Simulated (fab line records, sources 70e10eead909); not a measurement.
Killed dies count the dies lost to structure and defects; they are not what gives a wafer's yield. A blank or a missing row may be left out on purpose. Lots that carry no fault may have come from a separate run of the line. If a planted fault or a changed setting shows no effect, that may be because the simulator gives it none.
One fault through the eyes of 2 desks / flow nandHarc / each desk has only its own numbers; what lay behind them comes last

== THE METROLOGY DESK ==
What the gauges read, lot by lot, whatever tool the lot ran on: means of the sampled wafers that have a number. Any lot whose mean is over 4 standard deviations away from the usual mean is out of limits and marked OUT; that distance is given in the brackets.
Columns: A = cdNm at NHARC_THIN_TSV_CD_MEAS_12, usual 1000.4 nm
lot=L628; first seen here=day 23 22:55; A=997.9
lot=L629; first seen here=day 24 01:02; A=998.4
lot=L630; first seen here=day 24 02:14; A=1001.6
lot=L632; first seen here=day 24 03:35; A=1002.2
lot=L631; first seen here=day 25 01:16; A=1001.5
lot=L633; first seen here=day 25 05:02; A=998.0
lot=L637; first seen here=day 26 22:46; A=1002.2
lot=L638; first seen here=day 27 06:14; A=999.5
lot=L640; first seen here=day 28 04:05; A=1003.8
lot=L646; first seen here=day 29 23:02; A=1000.8
lot=L645; first seen here=day 30 00:15; A=1001.0
lot=L650; first seen here=day 31 20:50; A=1002.6
lot=L649; first seen here=day 31 22:01; A=1002.8
lot=L651; first seen here=day 32 04:18; A=997.7
This desk found nothing out of limits on any of the 14 lots.

== TOOL OWNER'S DESK, plasmaAsher-01 ==
The tool's own readings at NHARC_A_WL_FILL_STRIP_27 (strips in N2/H2, time 20 s): means of the sampled wafers that have a number, for each lot that ran on this tool. Any lot whose mean is over 4 standard deviations away from the usual mean is out of limits and marked OUT; that distance is given in the brackets.
Columns: A = drypumpMotorCurrentA at NHARC_A_WL_FILL_STRIP_27, usual 5.8 A; B = heaterPowerW at NHARC_A_WL_FILL_STRIP_27, usual 328 W; C = tempC at NHARC_A_WL_FILL_STRIP_27, usual 250.02 C
lot=L632; first seen here=day 20 14:39; A=5.3; B=337; C=250.16
lot=L637; first seen here=day 23 11:57; A=5.5; B=349; C=250.12
lot=L638; first seen here=day 23 16:23; A=5.5; B=352; C=250.01
lot=L640; first seen here=day 24 14:46; A=5.6; B=372; C=250.09
lot=L646; first seen here=day 26 19:47; A=5.5; B=354; C=249.98
lot=L649; first seen here=day 28 14:08; A=5.5; B=353; C=250.12
lot=L651; first seen here=day 28 20:38; A=5.3; B=334; C=250.02
This desk found nothing out of limits on any of the 7 lots.

== BROUGHT TOGETHER ==
The metrology desk saw nothing out of limits.
The tool owner's desk saw nothing out of limits.

== WHAT THE SIMULATOR PUT IN ==
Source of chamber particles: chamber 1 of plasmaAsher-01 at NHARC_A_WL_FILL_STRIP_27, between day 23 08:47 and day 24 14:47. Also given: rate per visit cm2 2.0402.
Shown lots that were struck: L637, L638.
